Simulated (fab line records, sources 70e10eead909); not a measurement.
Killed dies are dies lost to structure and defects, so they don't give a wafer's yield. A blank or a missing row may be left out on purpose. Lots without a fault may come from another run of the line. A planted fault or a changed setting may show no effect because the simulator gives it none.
Which tool did it? | flow nand_harc | 6 lots, 18 wafers sampled, at 3 steps of a route of 1302

WHAT THE GAUGES READ, wafer by wafer
NHARC_P_STI_INSPECT_25.
lot  | measured     | on                | raw_defect_count
L799 | day 4 15:49  | defect_inspect-01 | 368 353 316
L802 | day 5 23:07  | defect_inspect-01 | 282 208 236
L807 | day 8 02:59  | defect_inspect-02 | 654 594 746
L814 | day 11 04:01 | defect_inspect-02 | 193 164 169
L816 | day 12 03:58 | defect_inspect-01 | 216 194 322
L820 | day 13 13:30 | defect_inspect-01 | 485 241 266

WHICH TOOL RAN EACH LOT (tool, then ch and the chambers of the sampled wafers, then the start)
lot  | NHARC_P_ZERO_WELL_ETCH_63        | NHARC_P_STI_STRIP_24
L799 | rie_si-01 ch 0,2, day 2 17:40    | wet_bench-02 ch 2,4,6, day 4 07:47
L802 | rie_si-02 ch 1,2,3, day 3 23:40  | wet_bench-02 ch 1,3,6, day 5 15:20
L807 | rie_si-03 ch 0,2, day 6 01:40    | wet_bench-09 ch 0,1,4, day 7 18:05
L814 | rie_si-01 ch 2,3, day 8 23:50    | wet_bench-04 ch 4,6,7, day 10 20:35
L816 | rie_si-03 ch 0,1,3, day 9 19:34  | wet_bench-09 ch 0,2,5, day 11 20:29
L820 | rie_si-03 ch 1,2,3, day 11 11:41 | wet_bench-09 ch 1,3,7, day 13 05:29
- NHARC_P_ZERO_WELL_ETCH_63: etches the open film in HBr/Cl2, target depth 120 nm, time 40.1 s.
- NHARC_P_STI_STRIP_24: strips Si3N4 in H3PO4.

THE ANSWER, worked out from the rows above alone
Rule: what is usual is taken from the lots themselves. Put in order of their means at a reading, lots are off if they are a third of the lots or fewer, leave a main group of 4 or more, and stand apart from it by a gap of 3 or more times the standard deviation of the main group's means; of several such gaps the widest counts. A main group whose means are all the same, to the digits that the tables above print for the reading, isn't used. A lot without any number at a reading at which 4 lots or more have one is off too. The other lots that the step has rows for count as sound.
Off: L807, at NHARC_P_STI_INSPECT_25 (raw_defect_count). The main group: mean 268, standard deviation 63.
A tool fits if, at a process step before that reading, it ran every lot that is off, and no sound lot after the first of them. The gauges at NHARC_P_STI_INSPECT_25 are tried like those tools. None of those tried fits.

WHAT THE SIMULATOR HAD PUT IN
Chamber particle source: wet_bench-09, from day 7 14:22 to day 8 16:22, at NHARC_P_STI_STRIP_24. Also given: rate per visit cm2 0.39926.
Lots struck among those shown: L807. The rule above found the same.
